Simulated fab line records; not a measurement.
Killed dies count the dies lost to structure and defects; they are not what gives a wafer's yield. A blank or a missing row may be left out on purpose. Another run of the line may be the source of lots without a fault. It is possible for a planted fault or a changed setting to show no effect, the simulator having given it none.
fab line records	flow n5_finfet
record lots=24	wafers=72	last_day=18
route steps=1938 shown BEOL_M3@955
lots untouched by any fault: they come from a run of this same line in which no faults occurred
start_h: hours from the record's first day to the start of the lot's first wafer shown	wait_h: hours from the lot's prior step to this one	" unchanged from the row above	L1.1+2: a row that stands for several wafers	- no value, or no start was given	* or withheld: withheld	< > ~ a bound
route shown NAME@n: names a module that has steps shown in the file, with the first one's number in the route	usual: average and standard deviation across the fault-free wafers	same: alike in all rows	chamber/n: place in a boat	sites: the reading at each site	_std_site: standard deviation of those values	_edge_site: outer sites' mean less inner sites'	radius_mm: how far each site lies from the wafer's centre	mask NAME#n: copy n	behind: the most recent tool/chamber to have shaped the wafer	hold: why the lot went on hold/how many hours it stayed there/how the hold came to an end	device: the transistor (n, p or np) that didn't switch	end of line: the same wafers' tests at the end of the route	for a step that has no rows: nothing shown but its recipe	killed: dies that structure and defects cost at the first sort, which is not the same as the wafer's yield	map: a wafer's dies, marking killed ones x, the rest . and places with no die _
set.NAME: the setting that was run; set.NAME@STEP: the one run at that earlier step	model.NAME: the simulator's own value behind a step, which no gauge read
route steps across a sampled set of lots; one table per step, one row per wafer
services: the hour from which a tool's chamber was out of use, counted from the record's first day as start_h (under 0 if before that day), plus the number of hours and why
## steps
# step N5_BEOL_M3_STRIP_19
# recipe chemistry=O2	power_w=400	temp_c=40	pressure_mtorr=30	rf_frequency_hz=6e+07	bias_power_w=0	overash_fraction=0.2	o2_flow_sccm=225
# usual drypump_motor_current_A=5.7/0.42	oes_product_au=0.78/0.097	rf_vpp_V=3.7/0.48	showerhead_plenum_p_Torr=2.12/0.067	throttle_valve_pct=16.67/0.27
lot.wafer	tool	chamber	start_h	wait_h	drypump_motor_current_A	oes_product_au	rf_hours_counter_h	rf_vpp_V	showerhead_plenum_p_Torr	throttle_valve_pct
L075.3	rie_diel-02	1	145.52	0.1	5.8	0.72	164	3.4	2.09	16.64
L075.4	"	2	"	"	5.8	0.93	21	4.5	2.24	16.62
L075.6	"	1	"	"	5.8	0.73	-	3.5	2.09	16.66
L074.1	rie_diel-02	1	146.62	0.1	5.8	0.73	165	4.0	2.09	16.66
L074.2	"	2	"	"	5.8	0.94	21	3.9	2.24	16.62
L074.3	"	0	"	"	5.7	0.73	167	3.9	2.17	16.93
L076.2	rie_diel-01	0	150.62	0.1	5.9	0.71	226	4.2	2.06	16.99
L076.4	"	1	"	"	5.2	0.69	-	4.0	2.15	16.73
L076.5	"	0	"	"	5.9	0.71	-	3.7	2.06	17.00
L077.3	rie_diel-01	0	158.43	0.2	5.9	0.71	230	4.2	2.05	17.01
L077.4	"	0	"	"	5.9	0.71	-	3.3	2.06	16.99
L077.6	"	1	"	"	5.2	0.68	-	3.6	2.14	16.74
L078.2	rie_diel-06	1	173.39	0.1	5.2	0.82	65	4.1	2.20	16.80
L078.4	"	0	"	"	5.5	0.92	10	3.6	2.05	16.44
L078.6	"	0	"	"	5.5	0.92	-	3.6	2.05	16.42
L079.3	rie_diel-01	0	173.75	0.1	5.9	0.71	235	3.8	2.05	17.02
L079.4	"	0	"	"	5.9	0.70	-	3.4	2.05	17.00
L079.5	"	1	"	"	5.2	0.69	-	4.0	2.14	16.76
L080.2	rie_diel-01	3	223.50	0.1	6.4	0.87	18	4.3	2.11	16.05
L080.3	"	3	"	"	6.4	0.87	-	4.4	2.11	16.05
L080.4	"	1	"	"	5.2	0.68	-	4.0	2.14	16.79
L081.1	rie_diel-02	1	223.83	0.1	5.8	0.72	180	3.6	2.09	16.69
L081.4	"	2	"	"	5.7	0.87	50	3.3	2.23	16.69
L081.5	"	1	"	"	5.8	0.72	-	2.2	2.09	16.68
L082.1	rie_diel-02	0	224.75	0.1	5.6	0.73	196	2.9	2.16	16.98
L082.5	"	1	"	"	5.8	0.73	-	3.4	2.09	16.70
L082.6	"	0	"	"	5.7	0.72	-	3.4	2.16	16.99
L083.2	rie_diel-06	2	226.72	0.3	6.2	0.68	230	4.5	2.18	16.67
L083.3	"	3	"	"	5.1	0.93	23	4.1	2.04	16.47
L083.4	"	3	"	"	5.1	0.93	-	3.4	2.04	16.47
L084.1	rie_diel-01	3	228.63	0.2	6.4	0.86	20	3.3	2.11	16.05
L084.2	"	2	"	"	5.5	0.70	227	4.2	2.16	16.94
L084.4	"	2	"	"	5.5	0.70	-	4.0	2.16	16.94
L085.4	rie_diel-06	3	229.53	0.1	5.1	0.93	-	4.6	2.04	16.47
L085.5	"	1	"	"	5.3	0.80	-	3.2	2.19	16.83
L085.6	"	3	"	"	5.1	0.93	-	2.9	2.04	16.45
L086.1	rie_diel-01	0	229.94	0.1	5.9	0.97	0	3.0	2.05	16.55
L086.3	"	2	"	"	5.5	0.71	227	3.8	2.16	16.93
L086.4	"	3	"	"	6.4	0.87	21	4.4	2.11	16.04
L087.3	rie_diel-01	1	233.07	0.1	5.2	0.67	232	4.3	2.13	16.81
L087.5	"	0	"	"	5.9	0.97	-	3.5	2.05	16.55
L087.6	"	3	"	"	6.3	0.86	-	4.5	2.11	16.02
L088.3	rie_diel-06	1	235.97	0.1	5.2	0.79	89	3.7	2.19	16.85
L088.5	"	2	"	"	6.2	0.68	-	3.4	2.18	16.66
L088.6	"	3	"	"	5.1	0.91	-	3.4	2.03	16.48
L089.3	rie_diel-06	1	236.01	0.1	5.2	0.79	89	4.3	2.19	16.86
L089.5	"	2	"	"	6.2	0.67	-	4.7	2.18	16.67
L089.6	"	1	"	"	5.2	0.79	-	3.6	2.19	16.86
L090.1	rie_diel-01	2	236.40	0.1	5.5	0.70	231	3.4	2.16	16.93
L090.4	"	0	"	"	5.9	0.95	3	3.0	2.05	16.56
L090.6	"	2	"	"	5.5	0.71	-	3.0	2.16	16.94
L091.1	rie_diel-01	3	251.84	0.3	6.4	0.85	30	4.7	2.11	16.07
L091.3	"	0	"	"	5.9	0.92	10	3.7	2.04	16.56
L091.5	"	0	"	"	5.9	0.93	-	3.2	2.04	16.58
L092.2	rie_diel-06	1	255.95	0.1	5.2	0.78	95	3.4	2.19	16.84
L092.4	"	2	"	"	6.2	0.67	239	4.0	2.17	16.68
L092.5	"	3	"	"	5.1	0.90	-	3.8	2.03	16.48
L093.2	rie_diel-06	1	274.31	0.1	5.2	0.77	99	3.0	2.19	16.84
L093.3	"	0	"	"	5.5	0.86	37	3.3	2.04	16.48
L093.4	"	2	"	"	6.2	0.67	243	3.8	2.17	16.68
L094.2	rie_diel-01	1	276.50	0.1	5.1	0.66	247	3.2	2.13	16.83
L094.4	"	3	"	"	6.4	0.84	36	4.2	2.11	16.07
L094.5	"	0	"	"	5.9	0.91	-	3.1	2.04	16.58
L095.2	rie_diel-06	3	280.67	0.1	5.1	0.89	40	4.1	2.03	16.49
L095.5	"	0	"	"	5.5	0.86	-	3.7	2.04	16.49
L095.6	"	1	"	"	5.3	0.77	-	3.8	2.19	16.88
L096.2	rie_diel-01	0	285.65	0.2	5.9	0.90	20	3.6	2.04	16.56
L096.3	"	2	"	"	5.5	0.70	247	3.9	2.16	16.97
L096.5	"	2	"	"	5.4	0.69	-	3.9	2.16	16.98
L097.2	rie_diel-02	2	301.10	0.1	5.7	0.87	52	3.7	2.23	16.69
L097.3	"	0	"	"	5.7	0.71	198	2.7	2.16	16.98
L097.5	"	0	"	"	5.7	0.71	-	3.5	2.16	16.98
# step N5_BEOL_M3_ETCH_69
# recipe chemistry=CF4	target=SiARC	target_depth_a=156	mask_material=CAR-EUV	time_s=26	ion_energy_ev=80	pressure_mtorr=40	source_w=545	bias_w=36	Ar_flow_sccm=100	cf4_flow_sccm=100	ends=cleared
# usual bias_w=36.00/0.12	drypump_motor_current_A=5.6/0.44	etch_rf_on_time_s=25.6/0.62	oes_product_au=0.69/0.083	rf_vpp_V=184.4/1.2	showerhead_plenum_p_Torr=2.17/0.061	throttle_valve_pct=15.64/0.23
lot.wafer	tool	chamber	start_h	wait_h	bias_w	drypump_motor_current_A	etch_rf_on_time_s	oes_product_au	rf_hours_counter_h	rf_vpp_V	showerhead_plenum_p_Torr	throttle_valve_pct
L075.3	rie_diel-02	1	146.09	0.0	36.02	5.7	25.7	0.63	164	184.8	2.14	15.58
L075.4	"	1	"	"	36.03	5.7	25.7	0.63	-	182.8	2.14	15.59
L075.6	"	2	"	"	35.82	5.8	25.7	0.79	-	185.7	2.27	15.49
L074.1	rie_diel-01	0	147.31	0.0	36.08	5.9	26.5	0.60	225	182.5	2.11	15.94
L074.2	"	2	"	"	36.01	5.5	25.9	0.62	198	185.0	2.22	15.82
L074.3	"	1	"	"	35.92	5.2	26.7	0.60	196	183.4	2.23	15.88
L076.2	rie_diel-02	1	151.31	0.0	36.00	5.8	25.6	0.63	166	185.2	2.14	15.60
L076.4	"	0	"	"	35.87	5.7	26.0	0.64	169	183.8	2.21	15.89
L076.5	"	2	"	"	35.94	5.7	25.2	0.80	-	186.4	2.27	15.50
L077.3	rie_diel-01	1	159.13	0.0	36.09	5.2	26.6	0.59	202	187.1	2.23	15.90
L077.4	"	2	"	"	35.90	5.5	25.4	0.63	-	183.6	2.21	15.84
L077.6	"	1	"	"	36.15	5.2	26.4	0.60	-	184.6	2.23	15.89
L078.2	rie_diel-01	2	174.08	0.0	36.05	5.5	26.0	0.63	208	185.4	2.21	15.85
L078.4	"	2	"	"	35.97	5.5	26.0	0.62	-	183.9	2.21	15.84
L078.6	"	1	"	"	35.97	5.2	27.0	0.58	-	185.8	2.23	15.91
L079.3	rie_diel-06	2	174.32	0.0	36.03	6.2	24.5	0.61	209	184.1	2.20	15.48
L079.4	"	1	"	"	36.02	5.2	25.5	0.71	65	184.0	2.25	15.79
L079.5	"	0	"	"	36.16	5.5	25.5	0.80	-	184.0	2.11	15.44
L080.2	rie_diel-06	3	224.08	0.0	35.91	5.1	24.9	0.80	22	183.2	2.11	15.51
L080.3	"	1	"	"	36.03	5.2	25.8	0.68	83	185.3	2.25	15.83
L080.4	"	3	"	"	35.96	5.1	25.0	0.80	-	183.1	2.11	15.54
L081.1	rie_diel-06	2	224.43	0.0	36.19	6.2	24.7	0.60	229	185.3	2.19	15.49
L081.4	"	1	"	"	36.00	5.2	25.8	0.68	-	186.0	2.25	15.82
L081.5	"	3	"	"	36.05	5.1	24.8	0.80	-	183.7	2.11	15.52
L082.1	rie_diel-06	2	225.59	0.0	36.04	6.2	25.1	0.59	229	184.4	2.19	15.49
L082.5	"	1	"	"	36.10	5.2	25.4	0.69	-	185.3	2.25	15.82
L082.6	"	2	"	"	36.02	6.2	25.1	0.59	-	184.6	2.19	15.48
L083.2	rie_diel-06	1	227.28	0.0	36.08	5.2	25.4	0.69	84	185.9	2.25	15.83
L083.3	"	3	"	"	35.81	5.1	24.7	0.80	23	183.4	2.11	15.52
L083.4	"	2	"	"	36.02	6.2	24.7	0.60	-	185.5	2.19	15.50
L084.1	rie_diel-06	1	229.42	0.0	35.94	5.2	25.7	0.69	85	186.9	2.25	15.85
L084.2	"	3	"	"	36.15	5.1	24.9	0.80	24	183.8	2.11	15.52
L084.4	"	1	"	"	36.00	5.2	25.7	0.68	-	186.3	2.25	15.83
L085.4	rie_diel-06	3	230.15	0.0	35.89	5.1	24.9	0.80	-	184.7	2.11	15.52
L085.5	"	1	"	"	35.88	5.2	25.8	0.69	-	185.8	2.25	15.83
L085.6	"	3	"	"	35.84	5.1	25.0	0.78	-	183.2	2.11	15.52
L086.1	rie_diel-01	3	231.79	0.0	35.97	6.4	26.5	0.74	21	183.7	2.18	15.12
L086.3	"	1	"	"	35.78	5.2	26.7	0.57	231	185.9	2.22	15.96
L086.4	"	2	"	"	36.14	5.5	26.0	0.61	229	183.8	2.20	15.88
L087.3	rie_diel-01	3	234.79	0.0	36.01	6.4	26.6	0.74	23	184.9	2.18	15.12
L087.5	"	3	"	"	35.94	6.4	26.2	0.75	-	184.0	2.18	15.12
L087.6	"	0	"	"	36.01	5.9	25.8	0.80	-	183.6	2.10	15.49
L088.3	rie_diel-01	3	236.65	0.0	35.88	6.4	26.4	0.75	24	184.3	2.18	15.12
L088.5	"	2	"	"	36.18	5.5	25.7	0.62	-	183.8	2.20	15.88
L088.6	"	3	"	"	35.90	6.4	26.2	0.74	-	184.1	2.18	15.11
L089.3	rie_diel-06	3	236.71	0.0	35.98	5.1	25.2	0.79	28	183.0	2.11	15.54
L089.5	"	3	"	"	36.07	5.1	25.0	0.78	-	184.4	2.11	15.54
L089.6	"	0	"	"	35.97	5.5	25.5	0.76	-	184.4	2.10	15.46
L090.1	rie_diel-06	0	237.34	0.0	35.73	5.5	25.5	0.77	28	184.5	2.10	15.46
L090.4	"	2	"	"	35.90	6.2	25.2	0.59	233	184.9	2.19	15.52
L090.6	"	3	"	"	36.02	5.1	25.2	0.79	-	184.5	2.11	15.54
L091.1	rie_diel-06	1	252.53	0.0	36.04	5.2	25.5	0.68	94	184.9	2.25	15.86
L091.3	"	0	"	"	35.85	5.5	25.1	0.77	32	183.2	2.10	15.48
L091.5	"	2	"	"	35.97	6.2	24.8	0.59	-	184.2	2.19	15.53
L092.2	rie_diel-01	1	256.70	0.0	35.99	5.2	26.4	0.58	241	184.4	2.22	15.98
L092.4	"	3	"	"	35.99	6.4	26.3	0.73	31	184.2	2.17	15.14
L092.5	"	0	"	"	36.10	5.9	25.8	0.78	-	182.7	2.09	15.51
L093.2	rie_diel-01	2	275.11	0.0	35.78	5.5	25.7	0.60	243	183.7	2.20	15.91
L093.3	"	0	"	"	36.05	5.9	25.9	0.77	16	182.9	2.09	15.52
L093.4	"	3	"	"	36.03	6.4	26.5	0.72	35	185.5	2.17	15.15
L094.2	rie_diel-01	0	277.06	0.0	35.88	5.9	25.7	0.77	17	184.5	2.09	15.52
L094.4	"	2	"	"	35.99	5.5	25.7	0.61	243	184.0	2.20	15.90
L094.5	"	3	"	"	36.11	6.4	26.2	0.72	-	183.4	2.17	15.16
L095.2	rie_diel-06	3	281.35	0.0	35.89	5.1	25.2	0.77	40	184.1	2.11	15.55
L095.5	"	2	"	"	35.91	6.2	25.0	0.59	-	184.9	2.19	15.56
L095.6	"	3	"	"	35.93	5.1	25.3	0.77	-	183.1	2.11	15.56
L096.2	rie_diel-06	3	286.34	0.0	35.98	5.1	25.0	0.77	41	183.7	2.11	15.56
L096.3	"	2	"	"	35.92	6.2	25.0	0.58	247	184.1	2.19	15.54
L096.5	"	3	"	"	36.04	5.1	24.9	0.77	-	182.7	2.10	15.56
L097.2	rie_diel-06	1	301.79	0.0	35.91	5.2	25.4	0.67	107	185.3	2.24	15.86
L097.3	"	0	"	"	35.98	5.5	25.2	0.74	44	182.6	2.10	15.50
L097.5	"	1	"	"	35.97	5.2	25.3	0.67	-	186.3	2.24	15.89
# step N5_BEOL_M3_CD_MEAS_35
# recipe target_cd_nm=18	target_cd_y_nm=21	polarity=opening
# usual cd_nm=18.3/0.39
lot.wafer	tool	chamber	start_h	wait_h	cd_nm
L075.3	cd_sem-01	-	150.19	0.0	18.2
L075.4	"	-	"	"	18.2
L075.6	"	-	"	"	18.1
L074.1	cd_sem-02	-	153.61	0.0	18.0
L074.2	"	-	"	"	18.3
L074.3	"	-	"	"	17.8
L076.2	cd_sem-02	-	153.96	0.0	19.4
L076.4	"	-	"	"	18.9
L076.5	"	-	"	"	18.7
L077.3	cd_sem-02	-	159.88	0.0	18.6
L077.4	"	-	"	"	18.6
L077.6	"	-	"	"	18.3
L078.2	cd_sem-01	-	174.83	0.0	18.6
L078.4	"	-	"	"	18.2
L078.6	"	-	"	"	18.7
L079.3	cd_sem-02	-	175.85	0.0	17.9
L079.4	"	-	"	"	17.8
L079.5	"	-	"	"	18.7
L080.2	cd_sem-03	-	225.72	0.0	18.0
L080.3	"	-	"	"	17.9
L080.4	"	-	"	"	17.8
L082.1	cd_sem-03	-	227.22	0.0	18.0
L082.5	"	-	"	"	18.1
L082.6	"	-	"	"	18.5
L083.2	cd_sem-03	-	229.05	0.0	18.1
L083.3	"	-	"	"	17.4
L083.4	"	-	"	"	18.1
L084.1	cd_sem-03	-	231.57	0.0	18.1
L084.2	"	-	"	"	18.6
L084.4	"	-	"	"	18.6
L085.4	cd_sem-01	-	231.71	0.0	18.0
L085.5	"	-	"	"	18.5
L085.6	"	-	"	"	18.3
L086.1	cd_sem-02	-	234.57	0.0	18.4
L086.3	"	-	"	"	18.5
L086.4	"	-	"	"	18.6
L087.3	cd_sem-01	-	237.32	0.0	18.2
L087.5	"	-	"	"	18.6
L087.6	"	-	"	"	17.2
L088.3	cd_sem-02	-	238.15	0.0	18.2
L088.5	"	-	"	"	18.7
L088.6	"	-	"	"	18.5
L089.3	cd_sem-01	-	239.98	0.0	18.4
L089.5	"	-	"	"	18.1
L089.6	"	-	"	"	18.8
L090.1	cd_sem-02	-	240.11	0.0	19.0
L090.4	"	-	"	"	18.3
L090.6	"	-	"	"	18.1
L091.1	cd_sem-01	-	254.46	0.0	18.1
L091.3	"	-	"	"	18.2
L091.5	"	-	"	"	18.2
L092.2	cd_sem-02	-	261.69	0.0	18.5
L092.4	"	-	"	"	17.7
L092.5	"	-	"	"	18.1
L093.2	cd_sem-03	-	279.64	0.0	18.5
L093.3	"	-	"	"	18.4
L093.4	"	-	"	"	19.0
L094.2	cd_sem-01	-	280.03	0.0	18.3
L094.4	"	-	"	"	18.3
L094.5	"	-	"	"	18.9
L095.2	cd_sem-03	-	284.46	0.0	18.3
L095.5	"	-	"	"	18.8
L095.6	"	-	"	"	19.4
L096.2	cd_sem-03	-	290.03	0.0	18.7
L096.3	"	-	"	"	18.5
L096.5	"	-	"	"	17.7
L081.1	cd_sem-01	-	292.90	0.0	18.0
L081.4	"	-	"	"	17.9
L081.5	"	-	"	"	18.5
L097.2	cd_sem-03	-	302.89	0.0	18.0
L097.3	"	-	"	"	18.6
L097.5	"	-	"	"	19.2
# step N5_BEOL_M3_SPUTTER_79
# recipe material=Cu	target_thk_a=45	temp_c=-20	chamber_pressure_pa=0.07	power_w=withheld	time_s=8.29
# usual throttle_valve_pct=30.0/0.64
lot.wafer	tool	chamber	start_h	wait_h	throttle_valve_pct
L075.3	pvd_sputter-03	-	151.50	0.1	29.8
L075.4	"	-	"	"	29.8
L075.6	"	-	"	"	29.4
L074.1	pvd_sputter-03	-	155.11	0.1	30.0
L074.2	"	-	"	"	29.6
L074.3	"	-	"	"	29.8
L076.2	pvd_sputter-02	-	156.93	0.1	31.1
L076.4	"	-	"	"	30.3
L076.5	"	-	"	"	30.8
L077.3	pvd_sputter-03	-	162.54	0.1	29.6
L077.4	"	-	"	"	30.1
L077.6	"	-	"	"	29.8
L078.2	pvd_sputter-03	-	176.39	0.1	29.1
L078.4	"	-	"	"	29.8
L078.6	"	-	"	"	29.6
L079.3	pvd_sputter-01	-	177.53	0.1	31.7
L079.4	"	-	"	"	30.3
L079.5	"	-	"	"	29.0
L080.2	pvd_sputter-02	-	227.08	0.1	29.6
L080.3	"	-	"	"	31.1
L080.4	"	-	"	"	29.8
L082.1	pvd_sputter-02	-	229.32	0.1	30.9
L082.5	"	-	"	"	30.1
L082.6	"	-	"	"	29.7
L083.2	pvd_sputter-02	-	231.46	0.1	29.4
L083.3	"	-	"	"	30.0
L083.4	"	-	"	"	31.1
L084.1	pvd_sputter-03	-	232.45	0.1	29.4
L084.2	"	-	"	"	29.6
L084.4	"	-	"	"	29.9
L085.4	pvd_sputter-02	-	233.30	0.1	30.6
L085.5	"	-	"	"	31.0
L085.6	"	-	"	"	29.9
L086.1	pvd_sputter-01	-	236.30	0.1	31.7
L086.3	"	-	"	"	30.2
L086.4	"	-	"	"	28.9
L087.3	pvd_sputter-03	-	238.44	0.1	29.3
L087.5	"	-	"	"	30.1
L087.6	"	-	"	"	29.7
L088.3	pvd_sputter-02	-	241.07	0.1	29.8
L088.5	"	-	"	"	30.0
L088.6	"	-	"	"	31.0
L089.3	pvd_sputter-03	-	241.41	0.1	29.4
L089.5	"	-	"	"	29.8
L089.6	"	-	"	"	29.2
L090.1	pvd_sputter-01	-	242.69	0.1	29.0
L090.4	"	-	"	"	30.4
L090.6	"	-	"	"	30.1
L091.1	pvd_sputter-02	-	256.22	0.1	29.6
L091.3	"	-	"	"	30.8
L091.5	"	-	"	"	29.6
L092.2	pvd_sputter-01	-	263.29	0.1	30.3
L092.4	"	-	"	"	32.1
L092.5	"	-	"	"	29.1
L093.2	pvd_sputter-02	-	280.70	0.1	29.8
L093.3	"	-	"	"	30.4
L093.4	"	-	"	"	29.7
L094.2	pvd_sputter-02	-	282.58	0.1	30.1
L094.4	"	-	"	"	29.7
L094.5	"	-	"	"	29.8
L095.2	pvd_sputter-03	-	285.72	0.1	30.2
L095.5	"	-	"	"	29.7
L095.6	"	-	"	"	29.3
L096.2	pvd_sputter-03	-	291.95	0.1	29.9
L096.3	"	-	"	"	29.6
L096.5	"	-	"	"	30.0
L081.1	pvd_sputter-01	-	294.42	0.1	30.3
L081.4	"	-	"	"	31.7
L081.5	"	-	"	"	32.1
L097.2	pvd_sputter-03	-	303.98	0.1	29.3
L097.3	"	-	"	"	29.9
L097.5	"	-	"	"	29.2
# step N5_BEOL_M3_ANNEAL_82
# recipe temp_c=400	time_s=240	ambient=vacuum
# usual heater_power_w=877/140
lot.wafer	tool	chamber	start_h	wait_h	heater_power_w
L075.3	pvd_sputter-03	-	151.80	0.0	660
L075.4	"	-	"	"	859
L075.6	"	-	"	"	1022
L074.1	pvd_sputter-03	-	155.41	0.0	838
L074.2	"	-	"	"	655
L074.3	"	-	"	"	1016
L076.2	pvd_sputter-02	-	157.23	0.0	693
L076.4	"	-	"	"	877
L076.5	"	-	"	"	682
L077.3	pvd_sputter-03	-	162.84	0.0	1017
L077.4	"	-	"	"	837
L077.6	"	-	"	"	1022
L078.2	pvd_sputter-03	-	176.69	0.0	957
L078.4	"	-	"	"	1032
L078.6	"	-	"	"	932
L079.3	pvd_sputter-01	-	177.85	0.0	837
L079.4	"	-	"	"	839
L079.5	"	-	"	"	924
L080.2	pvd_sputter-02	-	227.38	0.0	1163
L080.3	"	-	"	"	696
L080.4	"	-	"	"	803
L082.1	pvd_sputter-02	-	229.62	0.0	673
L082.5	"	-	"	"	901
L082.6	"	-	"	"	1147
L083.2	pvd_sputter-02	-	231.76	0.0	1170
L083.3	"	-	"	"	906
L083.4	"	-	"	"	709
L084.1	pvd_sputter-03	-	232.75	0.0	975
L084.2	"	-	"	"	654
L084.4	"	-	"	"	841
L085.4	pvd_sputter-02	-	233.60	0.0	703
L085.5	"	-	"	"	697
L085.6	"	-	"	"	802
L086.1	pvd_sputter-01	-	236.60	0.0	840
L086.3	"	-	"	"	857
L086.4	"	-	"	"	938
L087.3	pvd_sputter-03	-	238.78	0.0	923
L087.5	"	-	"	"	824
L087.6	"	-	"	"	1043
L088.3	pvd_sputter-02	-	241.37	0.0	888
L088.5	"	-	"	"	881
L088.6	"	-	"	"	711
L089.3	pvd_sputter-03	-	241.75	0.0	952
L089.5	"	-	"	"	1040
L089.6	"	-	"	"	952
L090.1	pvd_sputter-01	-	242.99	0.0	915
L090.4	"	-	"	"	779
L090.6	"	-	"	"	796
L091.1	pvd_sputter-02	-	256.52	0.0	796
L091.3	"	-	"	"	705
L091.5	"	-	"	"	1141
L092.2	pvd_sputter-01	-	263.59	0.0	809
L092.4	"	-	"	"	858
L092.5	"	-	"	"	918
L093.2	pvd_sputter-02	-	281.00	0.0	795
L093.3	"	-	"	"	910
L093.4	"	-	"	"	1108
L094.2	pvd_sputter-02	-	282.88	0.0	801
L094.4	"	-	"	"	1156
L094.5	"	-	"	"	922
L095.2	pvd_sputter-03	-	286.02	0.0	852
L095.5	"	-	"	"	1006
L095.6	"	-	"	"	944
L096.2	pvd_sputter-03	-	292.25	0.0	837
L096.3	"	-	"	"	1005
L096.5	"	-	"	"	650
L081.1	pvd_sputter-01	-	294.72	0.0	803
L081.4	"	-	"	"	825
L081.5	"	-	"	"	842
L097.2	pvd_sputter-03	-	304.28	0.0	981
L097.3	"	-	"	"	839
L097.5	"	-	"	"	1041
# step N5_BEOL_M3_SPUTTER_88
# recipe material=Cu	target_thk_a=45	temp_c=-20	chamber_pressure_pa=0.07	power_w=withheld	time_s=8.29
# usual throttle_valve_pct=30.0/0.62
lot.wafer	tool	chamber	start_h	wait_h	throttle_valve_pct
L075.3	pvd_sputter-03	-	152.16	0.1	29.8
L075.4	"	-	"	"	29.7
L075.6	"	-	"	"	29.7
L074.1	pvd_sputter-03	-	155.77	0.1	29.9
L074.2	"	-	"	"	29.5
L074.3	"	-	"	"	29.7
L076.2	pvd_sputter-02	-	157.59	0.1	30.9
L076.4	"	-	"	"	30.0
L076.5	"	-	"	"	30.9
L077.3	pvd_sputter-03	-	163.20	0.1	29.5
L077.4	"	-	"	"	30.0
L077.6	"	-	"	"	29.5
L078.2	pvd_sputter-03	-	177.05	0.1	29.3
L078.4	"	-	"	"	29.6
L078.6	"	-	"	"	29.5
L079.3	pvd_sputter-01	-	178.21	0.1	31.8
L079.4	"	-	"	"	30.4
L079.5	"	-	"	"	29.2
L080.2	pvd_sputter-02	-	227.74	0.1	29.4
L080.3	"	-	"	"	30.8
L080.4	"	-	"	"	30.0
L082.1	pvd_sputter-02	-	229.98	0.1	31.0
L082.5	"	-	"	"	30.1
L082.6	"	-	"	"	29.8
L083.2	pvd_sputter-02	-	232.12	0.1	29.6
L083.3	"	-	"	"	29.9
L083.4	"	-	"	"	31.0
L084.1	pvd_sputter-03	-	233.11	0.1	29.5
L084.2	"	-	"	"	29.7
L084.4	"	-	"	"	29.9
L085.4	pvd_sputter-02	-	233.96	0.1	30.8
L085.5	"	-	"	"	30.8
L085.6	"	-	"	"	30.1
L086.1	pvd_sputter-01	-	236.96	0.1	32.2
L086.3	"	-	"	"	30.2
L086.4	"	-	"	"	29.0
L087.3	pvd_sputter-03	-	239.18	0.1	29.6
L087.5	"	-	"	"	29.9
L087.6	"	-	"	"	29.6
L088.3	pvd_sputter-02	-	241.73	0.1	30.0
L088.5	"	-	"	"	30.0
L088.6	"	-	"	"	30.8
L089.3	pvd_sputter-03	-	242.15	0.1	29.3
L089.5	"	-	"	"	29.8
L089.6	"	-	"	"	29.3
L090.1	pvd_sputter-01	-	243.35	0.1	28.8
L090.4	"	-	"	"	30.4
L090.6	"	-	"	"	30.1
L091.1	pvd_sputter-02	-	256.88	0.1	30.1
L091.3	"	-	"	"	30.9
L091.5	"	-	"	"	29.7
L092.2	pvd_sputter-01	-	263.95	0.1	30.2
L092.4	"	-	"	"	31.6
L092.5	"	-	"	"	29.1
L093.2	pvd_sputter-02	-	281.36	0.1	29.7
L093.3	"	-	"	"	30.4
L093.4	"	-	"	"	29.6
L094.2	pvd_sputter-02	-	283.24	0.1	29.8
L094.4	"	-	"	"	29.5
L094.5	"	-	"	"	30.4
L095.2	pvd_sputter-03	-	286.38	0.1	30.1
L095.5	"	-	"	"	29.8
L095.6	"	-	"	"	29.4
L096.2	pvd_sputter-03	-	292.61	0.1	30.1
L096.3	"	-	"	"	29.6
L096.5	"	-	"	"	29.7
L081.1	pvd_sputter-01	-	295.08	0.1	30.2
L081.4	"	-	"	"	31.9
L081.5	"	-	"	"	31.7
L097.2	pvd_sputter-03	-	304.64	0.1	29.2
L097.3	"	-	"	"	29.9
L097.5	"	-	"	"	29.5
## services
tool	chamber	start_h	hours	kind
rie_diel-06	0	123.19	-	clean
rie_diel-06	0	123.19	-	consumable_replace:focus_ring
rie_diel-06	0	123.19	19.6	scheduled_down
rie_diel-06	0	123.19	19.6	vent_cycle
rie_diel-01	3	148.32	7.9	repair
rie_diel-06	3	154.22	-	clean
rie_diel-06	3	154.22	-	consumable_replace:focus_ring
rie_diel-06	3	154.22	12.6	scheduled_down
rie_diel-06	3	154.22	12.6	vent_cycle
rie_diel-01	3	156.65	-	clean
rie_diel-01	3	156.65	-	consumable_replace:focus_ring
rie_diel-01	3	156.65	21.4	scheduled_down
rie_diel-01	3	156.65	21.4	vent_cycle
rie_diel-02	1	196.13	24.9	repair
pvd_sputter-01	-	200.17	1.1	repair
rie_diel-01	2	218.89	6.3	repair
rie_diel-06	2	227.39	4.3	repair
rie_diel-06	1	244.69	4.1	repair
rie_diel-01	3	282.73	4.1	repair
rie_diel-06	2	299.52	-	clean
rie_diel-06	2	299.52	-	consumable_replace:focus_ring
rie_diel-06	2	299.52	35.5	scheduled_down
rie_diel-06	2	299.52	35.5	vent_cycle
rie_diel-01	0	304.06	1.6	repair
## key
fault none
